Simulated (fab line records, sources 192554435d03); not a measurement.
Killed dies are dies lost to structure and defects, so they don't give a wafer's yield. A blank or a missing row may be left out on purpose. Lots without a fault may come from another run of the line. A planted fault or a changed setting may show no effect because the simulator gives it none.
Which tool did it? | flow n5_finfet | 10 lots, 29 wafers sampled, at 5 steps of a route of 1938

WHAT THE GAUGES READ, wafer by wafer
N5_GATE_CUT_THK_MEAS_24. Usual: GC_FILL_THK 220.2 nm, standard deviation 1.8.
lot  | measured     | on            | GC_FILL_THK (nm)  | flag
L108 | day 4 23:00  | film_metro-02 | 217.9 221.0 220.1 |
L109 | day 5 04:12  | film_metro-02 | 219.4 219.1 221.5 |
L111 | day 5 19:36  | film_metro-01 | 217.4 220.0       |
L112 | day 6 07:50  | film_metro-02 | 220.0 221.3 222.1 |
L115 | day 6 16:28  | film_metro-02 | 217.3 220.5 221.8 |
L118 | day 7 09:53  | film_metro-01 | 218.9 219.3 220.2 |
L119 | day 7 15:48  | film_metro-01 | 219.0 222.2 221.6 |
L120 | day 7 19:33  | film_metro-01 | 219.6 223.9 222.2 |
L125 | day 9 02:55  | film_metro-01 | 218.6 221.1 222.4 |
L130 | day 10 16:25 | film_metro-01 | 218.6 219.6 220.9 |

N5_GATE_CUT_INSPECT_26: inspects for defects (darkfield). Usual: raw_defect_count 39, standard deviation 18.
lot  | measured     | on                | raw_defect_count | flag
L108 | day 4 23:44  | defect_inspect-01 | 41 18 59         |
L109 | day 5 04:57  | defect_inspect-01 | 25 48 46         |
L111 | day 5 20:20  | defect_inspect-01 | 22 36            |
L112 | day 6 08:34  | defect_inspect-02 | 38 26 45         |
L115 | day 6 17:12  | defect_inspect-01 | 42 29 51         |
L118 | day 7 10:38  | defect_inspect-02 | 50 37 44         |
L119 | day 7 16:32  | defect_inspect-01 | 52 41 59         |
L120 | day 7 20:17  | defect_inspect-02 | 33 30 26         |
L125 | day 9 03:48  | defect_inspect-01 | 15 12 19         |
L130 | day 10 17:09 | defect_inspect-02 | 33 34 42         |

N5_BEOL_M4_RC_MEAS_101. Usual: DIBL_N 36.0 mV/V, standard deviation 1.9; DIBL_P 36.0 mV/V, standard deviation 2.1; IOFF_N 0.155 nA/um, standard deviation 0.029; IOFF_P 0.20 nA/um, standard deviation 0.032; ION_N 672 uA/um, standard deviation 11; ION_P 461 uA/um, standard deviation 6.9; SS_N 71.5 mV/dec, standard deviation 0.58; SS_P 73.2 mV/dec, standard deviation 0.64; VT_N 250.4 mV, standard deviation 2.9; VT_P -251.0 mV, standard deviation 2.8.
lot  | measured     | on        | DIBL_N (mV/V)  | DIBL_P (mV/V)  | IOFF_N (nA/um)    | IOFF_P (nA/um) | ION_N (uA/um) | ION_P (uA/um) | SS_N (mV/dec)  | SS_P (mV/dec)  | VT_N (mV)         | VT_P (mV)            | flag
L108 | day 8 17:25  | prober-02 | 36.5 34.5 34.4 | 35.3 33.6 33.3 | 0.129 0.114 0.112 | 0.19 0.18 0.17 | 654 672 666   | 452 470 462   | 71.4 71.0 70.8 | 73.9 72.9 72.3 | 254.5 254.6 254.9 | -251.4 -251.4 -253.8 |
L109 | day 8 19:13  | prober-01 | 34.9 35.2 36.4 | 34.6 35.3 35.9 | 0.145 0.160 0.168 | 0.22 0.22 0.22 | 661 670 669   | 457 462 460   | 71.4 71.6 72.3 | 72.4 73.1 72.6 | 249.4 245.6 247.4 | -248.6 -248.3 -250.0 |
L111 | day 9 18:07  | prober-01 | 34.8 36.1      | 34.1 35.2      | 0.124 0.143       | 0.19 0.20      | 666 660       | 460 460       | 71.1 71.8      | 72.9 73.1      | 252.0 251.5       | -249.1 -249.3        |
L112 | day 9 22:37  | prober-02 | 40.6 39.2 41.7 | 39.6 39.2 41.4 | 0.218 0.194 0.236 | 0.27 0.25 0.30 | 676 686 678   | 465 466 467   | 72.8 72.2 72.6 | 74.5 74.2 74.4 | 248.8 246.9 246.5 | -248.0 -246.9 -246.9 |
L115 | day 10 11:44 | prober-01 | 38.1 35.3 37.7 | 38.0 34.2 37.6 | 0.178 0.125 0.177 | 0.22 0.17 0.21 | 688 671 690   | 468 459 464   | 71.8 71.0 71.1 | 73.3 72.6 73.1 | 247.4 253.8 247.6 | -249.7 -253.8 -250.1 |
L118 | day 10 21:57 | prober-01 | 35.5 37.3 35.1 | 34.8 36.5 34.4 | 0.148 0.174 0.130 | 0.20 0.22 0.19 | 677 681 656   | 465 468 456   | 71.8 71.6 71.6 | 72.5 73.5 72.4 | 250.3 250.7 255.0 | -251.6 -251.2 -252.9 |
L119 | day 11 09:58 | prober-01 | 34.1 38.1 35.3 | 33.6 39.0 34.9 | 0.122 0.217 0.142 | 0.16 0.26 0.18 | 657 684 673   | 462 466 459   | 71.4 72.7 71.2 | 72.6 74.0 73.4 | 252.1 243.7 248.6 | -255.5 -250.7 -252.9 |
L120 | day 11 06:49 | prober-01 | 35.9 34.2 37.2 | 36.1 34.0 36.8 | 0.174 0.141 0.195 | 0.21 0.17 0.22 | 683 652 689   | 463 451 462   | 71.9 71.5 72.0 | 73.4 73.0 74.3 | 245.5 252.5 247.2 | -251.0 -252.2 -251.3 |
L125 | day 12 19:56 | prober-02 | 36.7 37.2 38.1 | 37.7 38.2 40.4 | 0.173 0.186 0.202 | 0.23 0.24 0.28 | 684 669 688   | 470 460 475   | 71.7 71.4 72.0 | 73.8 74.2 74.6 | 248.6 245.9 245.9 | -248.9 -247.8 -245.5 |
L130 | day 13 23:31 | prober-01 | 37.5 35.8 38.0 | 36.0 34.7 36.4 | 0.179 0.147 0.173 | 0.23 0.20 0.24 | 672 678 657   | 465 460 450   | 71.6 71.1 71.5 | 73.9 72.9 73.8 | 248.6 251.6 248.6 | -246.8 -250.3 -252.1 |

WHICH TOOL RAN EACH LOT (tool, then ch and the chambers of the sampled wafers, then the start)
lot  | N5_GATE_CUT_STRIP_21                 | N5_GATE_CUT_ALD_22
L108 | plasma_asher-01 ch 0,1, day 4 21:04  | ald_sin-02 ch 0,2,3, day 4 21:13
L109 | plasma_asher-02 ch 0,1, day 5 01:43  | ald_sin-02 ch 1,2, day 5 02:25
L111 | plasma_asher-02 ch 0, day 5 17:40    | ald_sin-02 ch 1,3, day 5 17:49
L112 | plasma_asher-01 ch 0,1, day 6 05:55  | ald_sin-04 ch 0,2,3, day 6 06:03
L115 | plasma_asher-02 ch 1, day 6 14:18    | ald_sin-03 ch 0,1,2, day 6 14:41
L118 | plasma_asher-02 ch 0,1, day 7 07:58  | ald_sin-02 ch 1,3, day 7 08:07
L119 | plasma_asher-02 ch 0,1, day 7 13:53  | ald_sin-02 ch 0,3, day 7 14:01
L120 | plasma_asher-01 ch 0,1, day 7 17:38  | ald_sin-03 ch 0,2,3, day 7 17:46
L125 | plasma_asher-02 ch 0,1, day 9 00:59  | ald_sin-04 ch 0,1,3, day 9 01:08
L130 | plasma_asher-01 ch 0,1, day 10 14:28 | ald_sin-02 ch 0,1,2, day 10 14:38
- N5_GATE_CUT_STRIP_21: strips in N2/H2, time 30 s.
- N5_GATE_CUT_ALD_22: deposits SiNx, target thk 16 nm, pulse time 1 s, ald cycles 320.

WHAT THE TOOLS THEMSELVES READ (means of the sampled wafers that have a number; where no wafer has one, the mark that the record gives instead)
N5_GATE_CUT_STRIP_21. Usual: drypump_motor_current_A 5.6 A, standard deviation 0.36; heater_power_w 314 W, standard deviation 11.
lot  | tool            | drypump_motor_current_A (A) | heater_power_w (W) | flag
L108 | plasma_asher-01 | 5.8                         | 310                |
L109 | plasma_asher-02 | 5.6                         | 321                |
L111 | plasma_asher-02 | 5.8                         | 316                |
L112 | plasma_asher-01 | 5.8                         | 312                |
L115 | plasma_asher-02 | 5.1                         | 315                |
L118 | plasma_asher-02 | 5.3                         | 319                |
L119 | plasma_asher-02 | 5.3                         | 317                |
L120 | plasma_asher-01 | 5.6                         | 301                |
L125 | plasma_asher-02 | 5.3                         | 321                |
L130 | plasma_asher-01 | 5.6                         | 300                |

N5_GATE_CUT_ALD_22. Usual: heater_power_w 894 W, standard deviation 86; precursor_pulse_height_rel 0.999, standard deviation 0.019.
lot  | tool       | heater_power_w (W) | precursor_pulse_height_rel | flag
L108 | ald_sin-02 | 952                | 0.982                      |
L109 | ald_sin-02 | 867                | 1.012                      |
L111 | ald_sin-02 | 884                | 1.005                      |
L112 | ald_sin-04 | 845                | 1.003                      |
L115 | ald_sin-03 | 870                | 1.003                      |
L118 | ald_sin-02 | 915                | 1.004                      |
L119 | ald_sin-02 | 943                | 1.014                      |
L120 | ald_sin-03 | 853                | 1.001                      |
L125 | ald_sin-04 | 932                | 1.000                      |
L130 | ald_sin-02 | 935                | 0.986                      |

THE ANSWER, worked out from the rows above alone
Rule: a lot is off if the mean of its wafers that have a number lies more than 3 standard deviations from the usual mean. A lot without any number at a reading at which 4 lots or more have one is off too. The other lots that the step has rows for count as sound. The gauges are gone through in route order, then the tools' own readings, and for those a lot's mean is taken as printed above. The first step at which some lot is off is used, and at that step the reading that is off furthest; a lot without a number counts as furthest.
No lot is off at any reading shown: from this, nothing can be told.

WHAT THE SIMULATOR HAD PUT IN
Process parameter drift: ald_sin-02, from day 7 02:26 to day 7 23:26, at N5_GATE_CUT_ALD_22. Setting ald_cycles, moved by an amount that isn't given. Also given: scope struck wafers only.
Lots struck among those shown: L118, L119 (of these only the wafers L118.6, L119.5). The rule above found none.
